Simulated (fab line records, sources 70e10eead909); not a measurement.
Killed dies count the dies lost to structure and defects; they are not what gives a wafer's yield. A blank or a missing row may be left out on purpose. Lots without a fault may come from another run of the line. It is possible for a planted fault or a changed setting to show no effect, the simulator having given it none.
Which of the tools did it? | flow nand-harc | Sampling: 11 lots, 33 wafers, 2 of 1302 route steps

WHAT THE GAUGES SHOWED, per wafer
NHARC_A_BONDPAD_THK_MEAS_20: measures by xrf.
lot  | measured     | on            | thk-nm (nm)
L700 | day 23 13:52 | film-metro-02 | 171.9 171.2 168.7
L701 | day 24 02:36 | film-metro-01 | 169.5 169.4 173.3
L710 | day 27 23:53 | film-metro-02 | 170.0 171.2 170.1
L711 | day 28 04:50 | film-metro-01 | 170.4 170.6 168.7
L714 | day 29 02:07 | film-metro-01 | 170.8 172.0 170.6
L716 | day 29 15:47 | film-metro-01 | 170.4 169.4 168.5
L718 | day 30 17:08 | film-metro-02 | 169.8 170.3 169.9
L719 | day 31 00:20 | film-metro-01 | 172.6 168.0 170.4
L722 | day 31 20:46 | film-metro-02 | 168.1 171.6 168.9
L721 | day 31 23:08 | film-metro-01 | 170.5 166.8 165.7
L723 | day 32 18:04 | film-metro-02 | 169.5 168.0 167.5

WHICH TOOL RAN EACH LOT (tool, then ch and the chambers of the sampled wafers, then the start)
lot  | NHARC_A_BONDPAD_STRIP_15
L700 | rie-diel-09 ch 0,1,2, day 23 11:56
L701 | rie-diel-09 ch 0,1,3, day 24 00:39
L710 | rie-diel-04 ch 1,2,3, day 27 21:58
L711 | rie-diel-04 ch 2,3, day 28 02:53
L714 | rie-diel-09 ch 0,2,3, day 29 00:10
L716 | rie-diel-09 ch 1,2,3, day 29 13:48
L718 | rie-diel-09 ch 2,3, day 30 15:11
L719 | rie-diel-09 ch 1,2, day 30 22:22
L722 | rie-diel-09 ch 0,1,2, day 31 18:49
L721 | rie-diel-04 ch 0,2, day 31 21:03
L723 | rie-diel-09 ch 0,1,2, day 32 16:07
- NHARC_A_BONDPAD_STRIP_15: strips in O2.

THE ANSWER, worked out from the rows above alone
Rule: what is usual is taken from the lots themselves. Put in order of their means at a reading, lots are off if they are a third of the lots or fewer, leave a main group of 4 or more, and stand apart from it by a gap of 3 or more times the standard deviation of the main group's means; of several such gaps the widest counts. A main group is skipped when, at the precision printed for the reading in the tables above, its means are all equal. A lot without any number at a reading at which 4 lots or more have one is off too. The other lots that the step has rows for count as sound.
No lot is off at any reading shown: from this, nothing can be told.

WHAT HAD BEEN PUT IN BY THE SIMULATOR
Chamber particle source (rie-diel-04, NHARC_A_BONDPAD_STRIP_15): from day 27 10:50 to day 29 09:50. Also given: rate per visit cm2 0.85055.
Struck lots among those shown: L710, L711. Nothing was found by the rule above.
